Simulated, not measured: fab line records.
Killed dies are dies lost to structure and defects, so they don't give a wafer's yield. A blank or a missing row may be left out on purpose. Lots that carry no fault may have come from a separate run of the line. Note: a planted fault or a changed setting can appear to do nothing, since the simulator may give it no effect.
2 desks looking at one fault | flow n5_finfet | each desk holds nothing but its own numbers, with what lay behind them at the end

FROM THE METROLOGY DESK
Lot by lot, what the gauges showed, no matter which tool ran the lot: averages of those sampled wafers that carry a number. A lot is out of limits, marked OUT, if its mean lies more than 4 standard deviations from the usual mean; the brackets give that distance.
Columns: A = trench_depth_nm at N5_BEOL_M9_OCD_MEAS_38, usual 150 nm; B = M9_THK at N5_BEOL_M9_THK_MEAS_53, usual 133 nm; C = M9_RS at N5_BEOL_M9_RS_MEAS_57, usual 0.153 ohm/sq
lot  | first seen here | A   | B   | C
L726 | day 9 12:14     | 151 | 135 | 0.152
L727 | day 10 04:04    | 151 | 135 | 0.151
L729 | day 10 16:31    | 149 | 132 | 0.155
L732 | day 11 08:33    | 154 | 137 | 0.148
L735 | day 12 07:34    | 152 | 134 | 0.150
L737 | day 12 08:02    | 149 | 134 | 0.152
L740 | day 13 15:22    | 151 | 136 | 0.150
L742 | day 14 02:17    | 152 | 135 | 0.151
L744 | day 14 12:23    | 143 | 126 | 0.164
This desk found nothing out of limits on any of the 9 lots.

FOR THE TOOL OWNER'S DESK: rie_diel-01
The tool's own readings at N5_BEOL_M9_TRENCH_ETCH_37 (etches SiCOH lowk in C4F6/O2, target depth 151.43 nm, time 49 s): means of the sampled wafers that have a number, for each lot that ran on this tool. A lot is out of limits, marked OUT, if its mean lies more than 4 standard deviations from the usual mean; the brackets give that distance.
Columns: A = bias_w at N5_BEOL_M9_TRENCH_ETCH_37, usual 185.0 W; B = chamber_pressure_mTorr at N5_BEOL_M9_TRENCH_ETCH_37, usual 29.998 mTorr; C = drypump_motor_current_A at N5_BEOL_M9_TRENCH_ETCH_37, usual 5.6 A; D = oes_product_au at N5_BEOL_M9_TRENCH_ETCH_37, usual 0.75 a.u.; E = rf_vpp_V at N5_BEOL_M9_TRENCH_ETCH_37, usual 663 V; F = showerhead_plenum_p_Torr at N5_BEOL_M9_TRENCH_ETCH_37, usual 2.83 Torr; G = throttle_valve_pct at N5_BEOL_M9_TRENCH_ETCH_37, usual 21.06 %
lot  | first seen here | A               | B      | C   | D    | E              | F    | G
L732 | day 11 08:22    | 184.6           | 29.985 | 5.5 | 0.87 | 651            | 2.83 | 20.88
L742 | day 14 02:07    | 185.1           | 29.985 | 5.9 | 0.81 | 655            | 2.86 | 20.89
L744 | day 14 12:13    | 169.8 (-27) OUT | 30.005 | 5.8 | 0.74 | 605 (-5.3) OUT | 2.80 | 20.96
This desk finds L744 out of limits, L744 being first, at day 14 12:13 (bias_w at N5_BEOL_M9_TRENCH_ETCH_37). Within limits: L732, L742.

ALL TOGETHER
The tool owner's desk had the chance to raise an alarm at day 14 12:13 on L744.
Metrology desk: nothing out of limits seen.
The metrology desk has L744 on record, within its limits.
All the named lots went through N5_BEOL_M9_TRENCH_ETCH_37 on rie_diel-01.

WHAT WAS PUT IN BY THE SIMULATOR
rie_diel-01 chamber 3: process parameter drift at N5_BEOL_M9_TRENCH_ETCH_37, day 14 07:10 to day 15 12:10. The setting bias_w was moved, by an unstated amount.
Shown lots that were struck: L744.
How many hours passed from the start of the fault until each desk's first out-of-limits reading: the tool owner's desk, 5.
